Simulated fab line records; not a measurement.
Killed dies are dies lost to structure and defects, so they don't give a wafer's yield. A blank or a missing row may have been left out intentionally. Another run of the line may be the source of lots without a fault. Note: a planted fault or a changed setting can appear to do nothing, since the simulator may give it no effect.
Which of the tools did it? || flow n5_finfet || Sampling: 9 lots, 24 wafers, 3 of 1938 route steps

WHAT THE GAUGES READ, wafer by wafer
N5_FIN_SAQP_THK_MEAS_07.
{"lot": "L390", "measured": "day 2 09:29", "on": "film_metro-02", "thk_nm (nm)": "59.0 59.1 59.9"}
{"lot": "L393", "measured": "day 3 03:20", "on": "film_metro-01", "thk_nm (nm)": "58.6 58.5 59.2"}
{"lot": "L394", "measured": "day 3 10:40", "on": "film_metro-01", "thk_nm (nm)": "58.3 58.2 59.9"}
{"lot": "L398", "measured": "day 4 10:02", "on": "film_metro-02", "thk_nm (nm)": "91.5 92.8"}
{"lot": "L401", "measured": "day 5 06:04", "on": "film_metro-02", "thk_nm (nm)": "91.6 59.8"}
{"lot": "L403", "measured": "day 5 15:59", "on": "film_metro-02", "thk_nm (nm)": "91.5 61.4"}
{"lot": "L409", "measured": "day 7 03:00", "on": "film_metro-02", "thk_nm (nm)": "59.0 59.5 59.3"}
{"lot": "L410", "measured": "day 7 09:08", "on": "film_metro-02", "thk_nm (nm)": "59.6 60.2 60.7"}
{"lot": "L411", "measured": "day 7 14:58", "on": "film_metro-01", "thk_nm (nm)": "61.1 60.2 61.1"}

EACH LOT AND THE TOOL THAT RAN IT (in order: tool; ch and the chambers of the sampled wafers; start)
{"lot": "L390", "N5_PMOS_HMC_CHANNEL_EPI_HM_DEP_34": "pecvd-04 ch 0,1, day 2 05:03", "N5_FIN_SAQP_PECVD_06": "pecvd-02 ch 0,2, day 2 09:22"}
{"lot": "L393", "N5_PMOS_HMC_CHANNEL_EPI_HM_DEP_34": "pecvd-04 ch 0,2, day 2 23:15", "N5_FIN_SAQP_PECVD_06": "pecvd-03 ch 0,2, day 3 03:14"}
{"lot": "L394", "N5_PMOS_HMC_CHANNEL_EPI_HM_DEP_34": "pecvd-04 ch 1,2, day 3 04:35", "N5_FIN_SAQP_PECVD_06": "pecvd-03 ch 0,1,2, day 3 10:35"}
{"lot": "L398", "N5_PMOS_HMC_CHANNEL_EPI_HM_DEP_34": "pecvd-04 ch 1,2, day 4 05:17", "N5_FIN_SAQP_PECVD_06": "pecvd-03 ch 1,2, day 4 09:58"}
{"lot": "L401", "N5_PMOS_HMC_CHANNEL_EPI_HM_DEP_34": "pecvd-01 ch 0,1, day 5 01:13", "N5_FIN_SAQP_PECVD_06": "pecvd-03 ch 0, day 5 05:58"}
{"lot": "L403", "N5_PMOS_HMC_CHANNEL_EPI_HM_DEP_34": "pecvd-01 ch 0, day 5 11:21", "N5_FIN_SAQP_PECVD_06": "pecvd-03 ch 1,2, day 5 15:53"}
{"lot": "L409", "N5_PMOS_HMC_CHANNEL_EPI_HM_DEP_34": "pecvd-04 ch 0,1, day 6 22:36", "N5_FIN_SAQP_PECVD_06": "pecvd-02 ch 0,1,2, day 7 02:55"}
{"lot": "L410", "N5_PMOS_HMC_CHANNEL_EPI_HM_DEP_34": "pecvd-01 ch 0,1, day 7 05:04", "N5_FIN_SAQP_PECVD_06": "pecvd-02 ch 0,2, day 7 09:02"}
{"lot": "L411", "N5_PMOS_HMC_CHANNEL_EPI_HM_DEP_34": "pecvd-04 ch 0,1,2, day 7 10:44", "N5_FIN_SAQP_PECVD_06": "pecvd-02 ch 1,2, day 7 14:53"}
- N5_PMOS_HMC_CHANNEL_EPI_HM_DEP_34: deposits SiO2 from TEOS/O2, target thk 36 nm, time 6.9 s.
- N5_FIN_SAQP_PECVD_06: deposits a-Si from SiH4/He, target thk 60 nm, time 48.1 s.

THE ANSWER, worked out from the rows above alone
Rule: usual is defined by the lots themselves. Put in order of their means at a reading, lots are off if they are a third of the lots or fewer, leave a main group of 4 or more, and stand apart from it by a gap of 3 or more times the standard deviation of the main group's means; of several such gaps the widest counts. The tables above print the reading to a certain number of digits; a main group whose means all agree to those digits is not used. A lot without any number at a reading at which 4 lots or more have one is off too. All remaining lots with rows at the step are treated as sound.
Off at N5_FIN_SAQP_THK_MEAS_07 (thk_nm): L398, L401, L403. For the main group the mean is 59.5 nm and the standard deviation 0.74.
A tool fits if, at a process step before that reading, it ran every lot that is off, and no sound lot after the first of them. The gauges at N5_FIN_SAQP_THK_MEAS_07 are tried like those tools. One fits: pecvd-03 at N5_FIN_SAQP_PECVD_06. A fault onset in the window from L394 (day 3 10:35, its last sound lot) to L398 (day 4 09:58, its first lot off) fits.

WHAT THE SIMULATOR HAD PUT IN
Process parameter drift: pecvd-03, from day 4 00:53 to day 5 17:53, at N5_FIN_SAQP_PECVD_06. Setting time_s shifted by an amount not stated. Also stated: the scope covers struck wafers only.
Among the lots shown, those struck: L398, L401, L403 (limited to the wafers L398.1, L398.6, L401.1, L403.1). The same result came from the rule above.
